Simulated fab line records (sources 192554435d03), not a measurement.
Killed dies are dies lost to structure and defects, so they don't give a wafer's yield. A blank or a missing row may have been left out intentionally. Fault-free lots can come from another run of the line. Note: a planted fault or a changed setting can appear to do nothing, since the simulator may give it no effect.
What tool caused it? :: flow n5-finfet :: 24 wafers from 8 lots sampled at 6 of the route's 1938 steps

== WHAT EACH GAUGE READ, for each wafer ==
N5_FIN_CUT_CD_MEAS_08 targets a cd of 29.1 nm. Usual: 29.09 nm for cd-nm, sd 0.22.
lot: L417
measured: day 2 01:58
on: cd-sem-02
cd-nm (nm): 29.25 29.19 28.78
flag: 

lot: L420
measured: day 2 20:59
on: cd-sem-01
cd-nm (nm): 28.67 29.35 29.20
flag: 

lot: L423
measured: day 3 16:38
on: cd-sem-03
cd-nm (nm): 28.72 29.06 28.62
flag: 

lot: L432
measured: day 5 20:46
on: cd-sem-02
cd-nm (nm): 28.91 29.16 29.11
flag: 

lot: L433
measured: day 6 10:50
on: cd-sem-02
cd-nm (nm): 28.45 28.07 28.08
flag: OFF

lot: L434
measured: day 6 16:10
on: cd-sem-03
cd-nm (nm): 27.79 28.23 28.21
flag: OFF

lot: L437
measured: day 7 05:05
on: cd-sem-03
cd-nm (nm): 29.11 28.95 29.08
flag: 

lot: L439
measured: day 7 16:11
on: cd-sem-02
cd-nm (nm): 28.77 29.41 28.96
flag: 

N5_BEOL_M4_RC_MEAS_101. Usual: DIBL_N 36.3 mV/V, standard deviation 1.2; DIBL_P 36.7 mV/V, standard deviation 1.5; IOFF_N 0.164 nA/um, standard deviation 0.02; IOFF_P 0.214 nA/um, standard deviation 0.024; ION_N 673 uA/um, standard deviation 8.5; ION_P 461 uA/um, standard deviation 5.9; SS_N 71.6 mV/dec, standard deviation 0.44; SS_P 73.3 mV/dec, standard deviation 0.55; VT_N 249.4 mV, standard deviation 2.4; VT_P -250.0 mV, standard deviation 2.3.
lot: L417
measured: day 7 14:05
on: prober-01
DIBL_N (mV/V): 36.3 35.6 36.4
DIBL_P (mV/V): 35.8 34.9 35.2
IOFF_N (nA/um): 0.162 0.149 0.160
IOFF_P (nA/um): 0.194 0.182 0.188
ION_N (uA/um): 674 654 655
ION_P (uA/um): 458 449 453
SS_N (mV/dec): 71.9 71.7 71.4
SS_P (mV/dec): 73.4 73.3 74.0
VT_N (mV): 249.4 250.6 249.2
VT_P (mV): -251.8 -255.3 -251.0
flag: 

lot: L420
measured: day 8 06:36
on: prober-02
DIBL_N (mV/V): 37.0 35.4 34.7
DIBL_P (mV/V): 37.7 36.0 35.2
IOFF_N (nA/um): 0.187 0.150 0.138
IOFF_P (nA/um): 0.214 0.183 0.173
ION_N (uA/um): 688 673 665
ION_P (uA/um): 461 456 456
SS_N (mV/dec): 72.5 71.9 71.7
SS_P (mV/dec): 73.3 73.1 72.8
VT_N (mV): 246.9 251.1 250.6
VT_P (mV): -248.0 -253.8 -253.1
flag: 

lot: L423
measured: day 9 11:40
on: prober-01
DIBL_N (mV/V): 36.4 33.3 35.5
DIBL_P (mV/V): 36.7 33.2 35.5
IOFF_N (nA/um): 0.144 0.112 0.134
IOFF_P (nA/um): 0.225 0.173 0.205
ION_N (uA/um): 652 676 669
ION_P (uA/um): 459 465 464
SS_N (mV/dec): 70.8 70.8 71.2
SS_P (mV/dec): 73.0 71.9 72.8
VT_N (mV): 252.7 254.2 252.9
VT_P (mV): -248.0 -249.8 -250.0
flag: 

lot: L432
measured: day 11 19:55
on: prober-02
DIBL_N (mV/V): 36.7 35.7 34.9
DIBL_P (mV/V): 37.1 36.7 35.7
IOFF_N (nA/um): 0.162 0.147 0.131
IOFF_P (nA/um): 0.224 0.218 0.195
ION_N (uA/um): 672 673 666
ION_P (uA/um): 470 466 462
SS_N (mV/dec): 71.6 71.1 71.6
SS_P (mV/dec): 73.3 73.3 73.3
VT_N (mV): 249.7 252.8 253.9
VT_P (mV): -247.1 -246.9 -247.2
flag: 

lot: L433
measured: day 12 05:11
on: prober-02
DIBL_N (mV/V): 36.0 34.2 35.2
DIBL_P (mV/V): 36.7 33.7 34.7
IOFF_N (nA/um): 0.159 0.129 0.141
IOFF_P (nA/um): 0.232 0.190 0.192
ION_N (uA/um): 679 669 663
ION_P (uA/um): 466 463 457
SS_N (mV/dec): 72.1 71.5 71.1
SS_P (mV/dec): 73.3 72.7 72.7
VT_N (mV): 249.3 251.4 250.4
VT_P (mV): -248.2 -248.6 -251.4
flag: 

lot: L434
measured: day 12 18:50
on: prober-02
DIBL_N (mV/V): 35.7 35.6 35.6
DIBL_P (mV/V): 36.6 36.9 36.2
IOFF_N (nA/um): 0.176 0.173 0.174
IOFF_P (nA/um): 0.214 0.209 0.202
ION_N (uA/um): 678 675 682
ION_P (uA/um): 460 461 459
SS_N (mV/dec): 71.9 72.3 72.5
SS_P (mV/dec): 73.4 73.1 73.6
VT_N (mV): 248.0 249.2 247.9
VT_P (mV): -253.1 -250.9 -251.1
flag: 

lot: L437
measured: day 12 22:19
on: prober-02
DIBL_N (mV/V): 38.6 36.9 39.0
DIBL_P (mV/V): 37.3 36.2 37.4
IOFF_N (nA/um): 0.201 0.162 0.196
IOFF_P (nA/um): 0.240 0.213 0.229
ION_N (uA/um): 679 664 666
ION_P (uA/um): 465 454 460
SS_N (mV/dec): 71.2 70.9 71.8
SS_P (mV/dec): 73.5 73.0 73.7
VT_N (mV): 245.6 249.2 246.6
VT_P (mV): -246.5 -248.0 -249.1
flag: 

lot: L439
measured: day 13 14:47
on: prober-02
DIBL_N (mV/V): 38.4 39.1 37.7
DIBL_P (mV/V): 38.8 39.1 37.5
IOFF_N (nA/um): 0.186 0.205 0.175
IOFF_P (nA/um): 0.236 0.240 0.207
ION_N (uA/um): 677 685 684
ION_P (uA/um): 466 467 463
SS_N (mV/dec): 71.4 72.2 71.6
SS_P (mV/dec): 73.5 73.5 72.5
VT_N (mV): 249.3 246.7 248.6
VT_P (mV): -249.4 -248.1 -252.9
flag: 

== WHAT TOOL EACH LOT RAN ON (gives the tool, then ch and the chambers of the sampled wafers, and finally the start) ==
lot: L417
N5_FIN_SAQP_RECESS_71: vapor-etch-01 ch 0,1, day 2 00:18
N5_FIN_SAQP_HM_OPEN_33: rie-diel-01 ch 0,1,2, day 2 01:01
N5_FIN_CUT_EXPOSE_05: euv-scanner-01 ch 0, day 2 01:50
N5_FIN_CUT_ETCH_21: rie-diel-05 ch 0,2,3, day 2 02:11

lot: L420
N5_FIN_SAQP_RECESS_71: vapor-etch-02 ch 0,1, day 2 19:18
N5_FIN_SAQP_HM_OPEN_33: rie-diel-04 ch 1,2,3, day 2 20:01
N5_FIN_CUT_EXPOSE_05: euv-scanner-01 ch 0, day 2 20:51
N5_FIN_CUT_ETCH_21: rie-diel-06 ch 0,1, day 2 21:17

lot: L423
N5_FIN_SAQP_RECESS_71: vapor-etch-01 ch 0,1, day 3 14:54
N5_FIN_SAQP_HM_OPEN_33: rie-diel-01 ch 0,1,2, day 3 15:47
N5_FIN_CUT_EXPOSE_05: euv-scanner-02 ch 0, day 3 16:29
N5_FIN_CUT_ETCH_21: rie-diel-02 ch 0,1,2, day 3 16:50

lot: L432
N5_FIN_SAQP_RECESS_71: vapor-etch-01 ch 0,1, day 5 19:13
N5_FIN_SAQP_HM_OPEN_33: rie-diel-01 ch 1,2,3, day 5 19:56
N5_FIN_CUT_EXPOSE_05: euv-scanner-02 ch 0, day 5 20:38
N5_FIN_CUT_ETCH_21: rie-diel-05 ch 0,2,3, day 5 21:33

lot: L433
N5_FIN_SAQP_RECESS_71: vapor-etch-02 ch 0,1, day 6 08:56
N5_FIN_SAQP_HM_OPEN_33: rie-diel-04 ch 0,2,3, day 6 09:52
N5_FIN_CUT_EXPOSE_05: euv-scanner-01 ch 0, day 6 10:43
N5_FIN_CUT_ETCH_21: rie-diel-05 ch 0,2,3, day 6 11:04

lot: L434
N5_FIN_SAQP_RECESS_71: vapor-etch-02 ch 0,1, day 6 14:11
N5_FIN_SAQP_HM_OPEN_33: rie-diel-03 ch 0,1, day 6 15:19
N5_FIN_CUT_EXPOSE_05: euv-scanner-01 ch 0, day 6 16:01
N5_FIN_CUT_ETCH_21: rie-diel-02 ch 2,3, day 6 16:25

lot: L437
N5_FIN_SAQP_RECESS_71: vapor-etch-02 ch 0,1, day 7 03:24
N5_FIN_SAQP_HM_OPEN_33: rie-diel-01 ch 0,1,3, day 7 04:07
N5_FIN_CUT_EXPOSE_05: euv-scanner-02 ch 0, day 7 04:57
N5_FIN_CUT_ETCH_21: rie-diel-05 ch 0,3, day 7 05:18

lot: L439
N5_FIN_SAQP_RECESS_71: vapor-etch-01 ch 0,1, day 7 14:26
N5_FIN_SAQP_HM_OPEN_33: rie-diel-03 ch 1,2,3, day 7 15:14
N5_FIN_CUT_EXPOSE_05: euv-scanner-02 ch 0, day 7 16:03
N5_FIN_CUT_ETCH_21: rie-diel-02 ch 1,3, day 7 16:24
- N5_FIN_SAQP_RECESS_71: chemistry HF/NH3, target SiO2, target depth 3 nm, afs cycles 1, sublimation time 60 s.
- N5_FIN_SAQP_HM_OPEN_33: chemistry CH3F/O2, target SiNx, target depth 49.4 nm, time 70.6 s.
- N5_FIN_CUT_EXPOSE_05: exposes mask FIN CUT.
- N5_FIN_CUT_ETCH_21: etches SOC in N2/H2, target depth 219 nm, overetch 43.8 nm, time 523.5 s.

== AS READ BY THE TOOLS THEMSELVES (means over the sampled wafers that have a number; for cases with no such wafer, the mark the record gives instead) ==
N5_FIN_SAQP_RECESS_71. Usual: drypump-motor-current-A 5.70 A, standard deviation 0.14; foreline-p-Torr 0.1280 Torr, standard deviation 0.00046.
lot: L417
tool: vapor-etch-01
drypump-motor-current-A (A): 5.68
foreline-p-Torr (Torr): 0.1287
flag: 

lot: L420
tool: vapor-etch-02
drypump-motor-current-A (A): 5.69
foreline-p-Torr (Torr): 0.1280
flag: 

lot: L423
tool: vapor-etch-01
drypump-motor-current-A (A): 5.70
foreline-p-Torr (Torr): 0.1279
flag: 

lot: L432
tool: vapor-etch-01
drypump-motor-current-A (A): 5.70
foreline-p-Torr (Torr): 0.1281
flag: 

lot: L433
tool: vapor-etch-02
drypump-motor-current-A (A): 5.70
foreline-p-Torr (Torr): 0.1284
flag: 

lot: L434
tool: vapor-etch-02
drypump-motor-current-A (A): 5.70
foreline-p-Torr (Torr): 0.1281
flag: 

lot: L437
tool: vapor-etch-02
drypump-motor-current-A (A): 5.69
foreline-p-Torr (Torr): 0.1278
flag: 

lot: L439
tool: vapor-etch-01
drypump-motor-current-A (A): 5.68
foreline-p-Torr (Torr): 0.1282
flag: 

N5_FIN_SAQP_HM_OPEN_33. Usual: chamber-pressure-mTorr 30.000 mTorr, standard deviation 0.029; drypump-motor-current-A 5.9 A, standard deviation 0.38; etch-rf-on-time-s 69.8 s, standard deviation 1.4; oes_o_777_au 0.75 a.u., standard deviation 0.07; oes-product-au 0.64 a.u., standard deviation 0.063; rf-vpp-V 297.2 V, standard deviation 2.9; showerhead-plenum-p-Torr 2.00 Torr, standard deviation 0.049; throttle-valve-pct 16.44 %, standard deviation 0.16.
lot: L417
tool: rie-diel-01
chamber-pressure-mTorr (mTorr): 30.018
drypump-motor-current-A (A): 6.3
etch-rf-on-time-s (s): 69.6
oes_o_777_au (a.u.): 0.74
oes-product-au (a.u.): 0.65
rf-vpp-V (V): 298.3
showerhead-plenum-p-Torr (Torr): 1.97
throttle-valve-pct (%): 16.46
flag: 

lot: L420
tool: rie-diel-04
chamber-pressure-mTorr (mTorr): 30.011
drypump-motor-current-A (A): 5.7
etch-rf-on-time-s (s): 68.7
oes_o_777_au (a.u.): 0.76
oes-product-au (a.u.): 0.65
rf-vpp-V (V): 294.6
showerhead-plenum-p-Torr (Torr): 2.03
throttle-valve-pct (%): 16.49
flag: 

lot: L423
tool: rie-diel-01
chamber-pressure-mTorr (mTorr): 30.011
drypump-motor-current-A (A): 6.4
etch-rf-on-time-s (s): 69.4
oes_o_777_au (a.u.): 0.73
oes-product-au (a.u.): 0.63
rf-vpp-V (V): 298.4
showerhead-plenum-p-Torr (Torr): 1.97
throttle-valve-pct (%): 16.50
flag: 

lot: L432
tool: rie-diel-01
chamber-pressure-mTorr (mTorr): 29.991
drypump-motor-current-A (A): 6.2
etch-rf-on-time-s (s): 68.3
oes_o_777_au (a.u.): 0.80
oes-product-au (a.u.): 0.69
rf-vpp-V (V): 297.9
showerhead-plenum-p-Torr (Torr): 2.02
throttle-valve-pct (%): 16.37
flag: 

lot: L433
tool: rie-diel-04
chamber-pressure-mTorr (mTorr): 30.026
drypump-motor-current-A (A): 5.6
etch-rf-on-time-s (s): 69.3
oes_o_777_au (a.u.): 0.71
oes-product-au (a.u.): 0.60
rf-vpp-V (V): 294.8
showerhead-plenum-p-Torr (Torr): 1.98
throttle-valve-pct (%): 16.46
flag: 

lot: L434
tool: rie-diel-03
chamber-pressure-mTorr (mTorr): 30.011
drypump-motor-current-A (A): 5.8
etch-rf-on-time-s (s): 68.9
oes_o_777_au (a.u.): 0.69
oes-product-au (a.u.): 0.59
rf-vpp-V (V): 296.6
showerhead-plenum-p-Torr (Torr): 2.00
throttle-valve-pct (%): 16.56
flag: 

lot: L437
tool: rie-diel-01
chamber-pressure-mTorr (mTorr): 30.009
drypump-motor-current-A (A): 6.4
etch-rf-on-time-s (s): 67.7
oes_o_777_au (a.u.): 0.82
oes-product-au (a.u.): 0.71
rf-vpp-V (V): 298.0
showerhead-plenum-p-Torr (Torr): 2.05
throttle-valve-pct (%): 16.45
flag: 

lot: L439
tool: rie-diel-03
chamber-pressure-mTorr (mTorr): 30.004
drypump-motor-current-A (A): 6.0
etch-rf-on-time-s (s): 69.2
oes_o_777_au (a.u.): 0.70
oes-product-au (a.u.): 0.60
rf-vpp-V (V): 298.0
showerhead-plenum-p-Torr (Torr): 1.97
throttle-valve-pct (%): 16.53
flag: 

N5_FIN_CUT_EXPOSE_05. Usual: exposure-dose-mJ-cm2 45.63, standard deviation 0.045; reticle-temp-C 23.00 C, standard deviation 0.11.
lot: L417
tool: euv-scanner-01
exposure-dose-mJ-cm2: 45.68
reticle-temp-C (C): 23.08
flag: 

lot: L420
tool: euv-scanner-01
exposure-dose-mJ-cm2: 45.60
reticle-temp-C (C): 23.04
flag: 

lot: L423
tool: euv-scanner-02
exposure-dose-mJ-cm2: 45.58
reticle-temp-C (C): 22.90
flag: 

lot: L432
tool: euv-scanner-02
exposure-dose-mJ-cm2: 45.62
reticle-temp-C (C): 22.91
flag: 

lot: L433
tool: euv-scanner-01
exposure-dose-mJ-cm2: 42.94
reticle-temp-C (C): 22.85
flag: OFF

lot: L434
tool: euv-scanner-01
exposure-dose-mJ-cm2: 43.43
reticle-temp-C (C): 22.95
flag: OFF

lot: L437
tool: euv-scanner-02
exposure-dose-mJ-cm2: 45.51
reticle-temp-C (C): 22.89
flag: 

lot: L439
tool: euv-scanner-02
exposure-dose-mJ-cm2: 45.60
reticle-temp-C (C): 22.92
flag: 

N5_FIN_CUT_ETCH_21. Usual: value, then standard deviation, for each; chamber-pressure-mTorr 30.000 mTorr / 0.025; drypump-motor-current-A 5.7 A / 0.5; h2-flow-sccm 200.0 sccm / 0.57; oes-product-au 0.71 a.u. / 0.064; rf-vpp-V 240.6 V / 1.4; showerhead-plenum-p-Torr 2.53 Torr / 0.087; throttle-valve-pct 17.89 % / 0.24.
lot: L417
tool: rie-diel-05
chamber-pressure-mTorr (mTorr): 29.994
drypump-motor-current-A (A): 5.6
h2-flow-sccm (sccm): 199.6
oes-product-au (a.u.): 0.68
rf-vpp-V (V): 240.3
showerhead-plenum-p-Torr (Torr): 2.50
throttle-valve-pct (%): 17.99
flag: 

lot: L420
tool: rie-diel-06
chamber-pressure-mTorr (mTorr): 30.014
drypump-motor-current-A (A): 5.7
h2-flow-sccm (sccm): 200.1
oes-product-au (a.u.): 0.82
rf-vpp-V (V): 240.6
showerhead-plenum-p-Torr (Torr): 2.56
throttle-valve-pct (%): 17.59
flag: 

lot: L423
tool: rie-diel-02
chamber-pressure-mTorr (mTorr): 29.990
drypump-motor-current-A (A): 5.3
h2-flow-sccm (sccm): 199.7
oes-product-au (a.u.): 0.71
rf-vpp-V (V): 240.8
showerhead-plenum-p-Torr (Torr): 2.52
throttle-valve-pct (%): 17.98
flag: 

lot: L432
tool: rie-diel-05
chamber-pressure-mTorr (mTorr): 29.987
drypump-motor-current-A (A): 5.6
h2-flow-sccm (sccm): 200.0
oes-product-au (a.u.): 0.65
rf-vpp-V (V): 240.3
showerhead-plenum-p-Torr (Torr): 2.48
throttle-valve-pct (%): 18.05
flag: 

lot: L433
tool: rie-diel-05
chamber-pressure-mTorr (mTorr): 30.015
drypump-motor-current-A (A): 5.6
h2-flow-sccm (sccm): 200.2
oes-product-au (a.u.): 0.66
rf-vpp-V (V): 239.6
showerhead-plenum-p-Torr (Torr): 2.48
throttle-valve-pct (%): 18.07
flag: 

lot: L434
tool: rie-diel-02
chamber-pressure-mTorr (mTorr): 29.987
drypump-motor-current-A (A): 6.1
h2-flow-sccm (sccm): 200.5
oes-product-au (a.u.): 0.68
rf-vpp-V (V): 240.6
showerhead-plenum-p-Torr (Torr): 2.56
throttle-valve-pct (%): 17.73
flag: 

lot: L437
tool: rie-diel-05
chamber-pressure-mTorr (mTorr): 30.018
drypump-motor-current-A (A): 5.8
h2-flow-sccm (sccm): 199.5
oes-product-au (a.u.): 0.63
rf-vpp-V (V): 239.4
showerhead-plenum-p-Torr (Torr): 2.43
throttle-valve-pct (%): 18.05
flag: 

lot: L439
tool: rie-diel-02
chamber-pressure-mTorr (mTorr): 30.021
drypump-motor-current-A (A): 5.9
h2-flow-sccm (sccm): 200.2
oes-product-au (a.u.): 0.77
rf-vpp-V (V): 242.1
showerhead-plenum-p-Torr (Torr): 2.64
throttle-valve-pct (%): 17.80
flag: 

== THE ANSWER, worked out from the rows above alone ==
Rule: a lot counts as off when the mean over its wafers that have a number is more than 3 standard deviations away from the usual mean. A lot without any number at a reading at which 4 lots or more have one is off too. Any other lot the step has rows for is counted as sound. First the gauges in route order, then the tools' own readings, where a lot's mean is used as printed above. The first step at which some lot is off is used, and at that step the reading that is off furthest; a lot without a number counts as furthest.
Off: L433, L434, at N5_FIN_CUT_CD_MEAS_08 (cd-nm).
A tool fits if, at a process step before that reading, it ran every lot that is off, and no sound lot after the first of them. The gauges at N5_FIN_CUT_CD_MEAS_08 aren't tried: what is off there is off at N5_FIN_CUT_EXPOSE_05 too, on other tools, and a gauge's error can't cause that. One fits: euv-scanner-01 at N5_FIN_CUT_EXPOSE_05. Its last sound lot is L420 (day 2 20:51), its first lot that is off L433 (day 6 10:43): a fault that began between those two fits.
The tool's own readings at N5_FIN_CUT_EXPOSE_05 bear it out: on the lots that are off they differ by more than 5 times the standard deviation of the sound lots' means. exposure-dose-mJ-cm2 reads 43.19 there against 45.60 on the sound lots.

== WHAT THE SIMULATOR HAD INSERTED ==
Process parameter drift: euv-scanner-01, from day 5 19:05 on, at N5_FIN_CUT_EXPOSE_05. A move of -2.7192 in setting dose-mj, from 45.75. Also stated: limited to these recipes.
Lots struck among those shown: L433, L434. The same result came from the rule above.
